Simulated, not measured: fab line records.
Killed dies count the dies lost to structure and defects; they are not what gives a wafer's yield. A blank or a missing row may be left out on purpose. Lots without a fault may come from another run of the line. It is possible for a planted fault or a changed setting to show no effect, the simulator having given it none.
Matching of chambers + flow nand harc + NHARC_A_BLC_ETCH_16 on rie diel-06: 4 sister chambers
The step etches the open film in CF4, target depth 39 nm, time 65 s. 16 wafers are shown with their chamber, then 8 later ones without.

## EACH WAFER AND ITS CHAMBER
| wafer  | chamber | showerhead plenum p Torr (Torr) | drypump motor current A (A) | oes product au (a.u.) |
|--------|---------|---------------------------------|-----------------------------|-----------------------|
| L075.1 | 3       | 1.65                            | 5.5                         | 0.992                 |
| L075.2 | 2       | 1.76                            | 5.6                         | 1.021                 |
| L075.5 | 1       | 1.65                            | 5.5                         | 0.997                 |
| L074.3 | 2       | 1.76                            | 5.6                         | 1.009                 |
| L074.5 | 3       | 1.65                            | 5.5                         | 0.983                 |
| L074.6 | 0       | 1.71                            | 5.2                         | 0.996                 |
| L077.2 | 2       | 1.76                            | 5.6                         | 1.018                 |
| L077.3 | 1       | 1.65                            | 5.5                         | 0.993                 |
| L077.5 | 3       | 1.65                            | 5.5                         | 0.995                 |
| L079.1 | 1       | 1.64                            | 5.4                         | 0.993                 |
| L079.5 | 0       | 1.70                            | 5.1                         | 0.997                 |
| L079.6 | 1       | 1.64                            | 5.4                         | 0.985                 |
| L083.1 | 2       | 1.76                            | 5.6                         | 1.009                 |
| L083.2 | 0       | 1.70                            | 5.1                         | 1.005                 |
| L083.3 | 1       | 1.64                            | 5.4                         | 0.999                 |
| L090.2 | 0       | 1.70                            | 5.2                         | 0.995                 |

SIGNATURES (means of the wafers above)
| reading                  | chamber 0 | chamber 1 | chamber 2 | chamber 3 | scatter within a chamber |
|--------------------------|-----------|-----------|-----------|-----------|--------------------------|
| showerhead plenum p Torr | 1.7025    | 1.6440    | 1.7600    | 1.6500    | 0.00403                  |
| drypump motor current A  | 5.150     | 5.440     | 5.600     | 5.500     | 0.0428                   |
| oes product au           | 0.99825   | 0.99340   | 1.01425   | 0.99000   | 0.00556                  |
Rule: a wafer's distance from a chamber is the root of the sum, over the readings, of the square of ((its reading less the chamber's mean) divided by the reading's scatter). The wafer belongs to the nearest chamber; if the next one is less than 2 further off, it can't be placed. The scatter: take each reading less its chamber's mean, square it, sum over the shown wafers, divide by the number of wafers less the number of chambers, and take the root.

## WAFERS WITHOUT THEIR CHAMBER
| wafer  | showerhead plenum p Torr (Torr) | drypump motor current A (A) | oes product au (a.u.) |
|--------|---------------------------------|-----------------------------|-----------------------|
| L090.5 | 1.76                            | 5.6                         | 1.009                 |
| L090.6 | 1.64                            | 5.5                         | 1.017                 |
| L091.2 | 1.64                            | 5.4                         | 0.992                 |
| L091.4 | 1.76                            | 5.6                         | 1.023                 |
| L091.6 | 1.64                            | 5.5                         | 1.001                 |
| L093.1 | 1.64                            | 5.5                         | 1.013                 |
| L093.4 | 1.76                            | 5.6                         | 0.999                 |
| L093.6 | 1.70                            | 5.1                         | 0.992                 |

## WHICH CHAMBER EACH ONE RAN IN
| wafer  | from the rows above     | in truth |
|--------|-------------------------|----------|
| L090.5 | 2                       | 2        |
| L090.6 | can't be placed: 1 or 3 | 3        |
| L091.2 | 1                       | 1        |
| L091.4 | 2                       | 2        |
| L091.6 | can't be placed: 1 or 3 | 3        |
| L093.1 | can't be placed: 1 or 3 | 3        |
| L093.4 | 2                       | 2        |
| L093.6 | 0                       | 0        |
Placed correctly: 5 of 8. From these rows, 3 cannot be placed; in 3 the true chamber is one of the candidates. Placed wrongly: 0.
